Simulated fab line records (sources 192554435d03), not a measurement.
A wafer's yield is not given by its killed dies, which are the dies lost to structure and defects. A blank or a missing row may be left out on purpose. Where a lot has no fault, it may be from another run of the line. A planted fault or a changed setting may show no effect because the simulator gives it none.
Chamber matching    flow n5-finfet    N5_BEOL_M8_CURE_75 on uv-cure-03 has 3 sister chambers
The step cures SiCOH lowk, time 120 s. 6 wafers are shown with their chamber, then 12 later ones without.

== WAFERS WITH THEIR CHAMBER ==
wafer   chamber  wafer_temp_C_max  lamp-power-pct (%)
L089.5  2        371.9             52.26
L089.6  2        372.7             52.36
L090.3  1        371.9             52.23
L090.5  1        371.8             52.35
L092.4  0        370.8             52.30
L092.5  0        371.4             52.41

== WAFERS WITH NO CHAMBER GIVEN ==
wafer   wafer_temp_C_max  lamp-power-pct (%)
L094.2  371.5             52.24
L094.3  371.6             52.34
L094.5  372.2             52.26
L093.2  371.8             52.31
L093.3  371.1             52.33
L093.6  371.9             52.33
L097.3  372.4             52.27
L097.4  372.7             52.40
L097.6  372.7             52.35
L096.1  371.6             52.22
L096.4  372.0             52.34
L096.6  372.2             52.34

== WHICH CHAMBER EACH WENT THROUGH ==
wafer   from the rows above           in truth
L094.2  can't be placed: 1 or 0 or 2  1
L094.3  can't be placed: 1 or 0 or 2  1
L094.5  can't be placed: 2 or 1       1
L093.2  can't be placed: 1 or 2 or 0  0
L093.3  can't be placed: 0 or 1       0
L093.6  can't be placed: 1 or 2 or 0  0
L097.3  can't be placed: 2 or 1       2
L097.4  can't be placed: 2 or 1       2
L097.6  can't be placed: 2 or 1       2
L096.1  can't be placed: 1 or 2 or 0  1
L096.4  can't be placed: 1 or 2 or 0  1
L096.6  can't be placed: 2 or 1       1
0 of 12 placed correctly. Not placeable from these rows: 12 (in 12, the candidates include the true chamber). 0 placed wrongly.
How it was worked out, from the rows above alone: a wafer's distance from a chamber is the root of the sum, over the readings, of the square of ((its reading less the chamber's mean) divided by the reading's scatter). If the next closest chamber is less than 2 further off than the closest, the wafer can't be placed; otherwise it belongs to the closest. The mean given for a chamber averages the wafers shown for that chamber. The scatter: take each reading less its chamber's mean, square it, sum over the shown wafers, divide by the number of wafers less the number of chambers, and take the root.
